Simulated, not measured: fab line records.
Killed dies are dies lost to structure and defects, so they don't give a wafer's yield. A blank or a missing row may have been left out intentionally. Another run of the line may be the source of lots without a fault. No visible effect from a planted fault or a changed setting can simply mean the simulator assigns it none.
Split-lot experiment ; flow n5 finfet ; on a route of 1938 steps: 7 lots, 21 wafers read

## ABOUT THE SPLIT
At N5_BEOL_M7_COAT_71 (time 60 s, resist thk 5 nm), the setting spin rpm was moved away from the recipe's 1500 rpm on 8 of the 21 wafers read, by -3.8% to +11.1%. All remaining wafers had this setting at the recipe value.

## FROM THE SPLIT TO THE READING: what the file shows between them, 3 steps
- N5_BEOL_M7_COAT_22: resist thk 30 nm
- N5_BEOL_M7_EBR_24
- N5_BEOL_M7_DESCUM_33: chemistry O2, time 7 s

## THE READING
etch.depth nm (the simulator's own value, which no gauge read), in nm, at N5_BEOL_M7_ETCH_72 (etches underlayer in N2/H2, target depth 6.5 nm, time 5.2 s). The file does not state a usual value for it. Average 5.008 nm, standard deviation 0.013 nm, over the 13 wafers here run with the recipe.

wafer;tool, chamber at the split;spin rpm as run, rpm;against the recipe;etch.depth nm, nm;against lot-mates on the recipe
L075.2;litho track-01, 0;1500;recipe;5.018;-
L075.3;litho track-01, 0;1443;-3.8%;5.11;+0.092
L075.5;litho track-01, 0;1443;-3.8%;5.112;+0.094
L074.3;litho track-04, 0;1610;+7.3%;4.854;-0.164
L074.4;litho track-04, 0;1500;recipe;5.017;-
L074.6;litho track-04, 0;1500;recipe;5.019;-
L086.2;litho track-05, 0;1500;recipe;5.033;-
L086.5;litho track-05, 0;1500;recipe;5.016;-
L086.6;litho track-05, 0;1666;+11.1%;4.766;-0.258
L088.1;litho track-01, 0;1500;recipe;4.996;-
L088.3;litho track-01, 0;1500;recipe;5.005;-
L088.5;litho track-01, 0;1500;recipe;4.984;-
L089.1;litho track-01, 0;1583;+5.5%;4.867;-0.127
L089.3;litho track-01, 0;1583;+5.5%;4.873;-0.121
L089.4;litho track-01, 0;1500;recipe;4.994;-
L092.1;litho track-05, 0;1500;recipe;5.002;-
L092.4;litho track-05, 0;1500;recipe;5.006;-
L092.6;litho track-05, 0;1500;recipe;5;-
L097.1;litho track-05, 0;1660;+10.7%;4.765;-0.248
L097.3;litho track-05, 0;1660;+10.7%;4.775;-0.238
L097.4;litho track-05, 0;1500;recipe;5.013;-

THE FIT
A straight line over all 21 wafers: etch.depth nm changes by -0.0228 nm for each +1% of spin rpm; r = -0.99; the points scatter about the line by 0.013 nm.
The same after taking each lot's own level away (the mean of its wafers on the recipe; 21 wafers): -0.023 nm for each +1%; r = -1.00; scatter 0.0054 nm.
On that fit, the largest move of spin rpm shifts the reading by 0.25 nm.
The span of the lots' own levels, 4.9940 to 5.0245 nm, comes to 2.4 times the standard deviation stated above.
Hence the lot-to-lot level has little effect on the slope; both slopes agree.
Check: with one of the wafers moved furthest among these (+11.1%) left out of the fit, the line predicts -0.252 nm for it against its lot-mates. Against them it came out at -0.258 nm.

## THE OTHER SPLITS THESE WAFERS WENT THROUGH
Note: prior to the reading, these wafers also went through further splits. Each is held against what the fit with the lots' levels taken away leaves over:
other split on the same wafers;wafers away from the commonest value;r with etch.depth nm (lot level and that fit taken away)
N5_BEOL_M6_ETCH_65 target depth a;7;+0.03
N5_BEOL_M7_ETCH_61 source w;5;-0.05

## FILE'S OWN FIT
etch.depth nm changes by -0.023 nm for each +1% of spin rpm, r = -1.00.
